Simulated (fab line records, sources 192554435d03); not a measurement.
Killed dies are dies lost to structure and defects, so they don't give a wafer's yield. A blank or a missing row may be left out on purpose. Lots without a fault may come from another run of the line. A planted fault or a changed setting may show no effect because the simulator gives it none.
A struck lot beside a sound one | flow n5_finfet | 14 steps out of a route of 1938
Sound: wafers L864.3, L864.4, L864.6. Struck: wafers L853.2, L853.5. (L853.4 of the same lot was not struck and is left out.) The cause comes at the end.
At each step with rows: each side's tool, then ch and its chambers, then its first start. Under that, the readings that differ: sound wafers | struck wafers | difference of the means | sigmas: that difference in standard deviations of wafers without a fault.
alike: readings whose means differ by less than 2 such deviations, and words and numbers that are the same on both sides. not compared: withheld readings, readings that some wafer has no value for, bounds like >300 that may hide the same value, and numbers for which the record gives no deviation and whose values overlap.
The two part at a step that has a row with sigmas, a row that says differs or no value, or rows on one side only. Numbers that don't overlap but have no deviation are shown without sigmas and don't part them. A reading that every wafer of one side lacks parts them only if that side has two wafers or more.

first, 2 steps without rows for these wafers: N5_BEOL_M11_PRECLEAN_42 (cleans in residue remover, time 60 s); N5_BEOL_M11_SRD_43 (time 30 s).
N5_BEOL_M11_CD_MEAS_35: target cd 70 nm.
  sound on cd_sem-01, day 14 02:15; struck on cd_sem-01, day 12 01:09
  alike: cd_nm
N5_BEOL_M11_CURE_72: cures SiCOH lowk, time 120 s.
  sound on uv_cure-02 ch 1, day 14 02:23; struck on uv_cure-02 ch 0, day 12 01:29
  alike: lamp_power_pct, wafer_temp_C_max
N5_BEOL_M11_DEGAS_44: time 60 s.
  sound on pvd_sputter-01, day 14 02:38; struck on pvd_sputter-03, day 12 01:50
  alike: heater_power_w
N5_BEOL_M11_PRE_CLEAN_45: time 30 s.
  sound on pvd_sputter-01, day 14 02:41; struck on pvd_sputter-03, day 12 01:53
  alike: heater_power_w
N5_BEOL_M11_ALD_74: deposits TaN, target thk 2 nm, pulse time 2 s, purge time 3 s.
  sound on ald_metal-01 ch 0,1,2, day 14 02:44; struck on ald_metal-01 ch 1,2, day 12 01:59
  alike: heater_power_w
then, 2 steps without rows for these wafers: N5_BEOL_M11_SURFACE_TREAT_76; N5_BEOL_M11_CVD_75 (deposits Co from CCTBA/H2, target thk 2 nm, time 138.9 s).
N5_BEOL_M11_SPUTTER_48: material Cu, target thk 12 nm, time 2 s.
  sound on pvd_sputter-03, day 14 03:12; struck on pvd_sputter-02, day 12 02:42
  alike: cathode_dc_power_W, throttle_valve_pct
then, 2 steps without rows for these wafers: N5_BEOL_M11_ECD_50 (material Cu, target thk 318 nm); N5_BEOL_M11_ANNEAL_51 (time 90 s).
N5_BEOL_M11_CMP_52: polishes, stops on SiCOH lowk, t overpolish 7 s, target thk 140 nm.
  sound on cmp-01 ch 0,1,3, day 14 03:55; struck on cmp-04 ch 2, day 12 04:44
  reading                      | sound          | struck    | difference | sigmas
  barrier_field_endpoint_s (s) | 28.7 29.5 31.3 | 15.9 15.8 | -14.0      | -14
  time_to_endpoint_s (s)       | 63 62 73       | 35 35     | -31        | -6
  alike: motor_current_A, overpolish_run_s
N5_PASSIVATION_PROBE_49:
  sound on prober-02, day 15 23:01; struck on prober-01, day 13 21:32
  reading               | sound       | struck  | difference | sigmas
  killed_short          | 33 53 32    | 21 18   | -20        | -3
  sort_bin_6_memory (%) | 3.6 5.1 3.1 | 2.6 2.0 | -1.6       | -2
  alike: defect_limited_yield, killed_at_M0_to_M3, killed_at_M4_up, killed_at_contacts, killed_at_front_end, killed_at_other, killed_dies, killed_open, sort_bin_5_function, sort_n_pass, sort_yield_pct

WHERE THEY PART
First at N5_BEOL_M11_CMP_52; last, within this record, at N5_PASSIVATION_PROBE_49.

WHY: what the simulator had put in
Process parameter drift: cmp-04, from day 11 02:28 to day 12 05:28, at N5_BEOL_M11_CMP_52. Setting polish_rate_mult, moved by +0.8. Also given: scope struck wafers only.
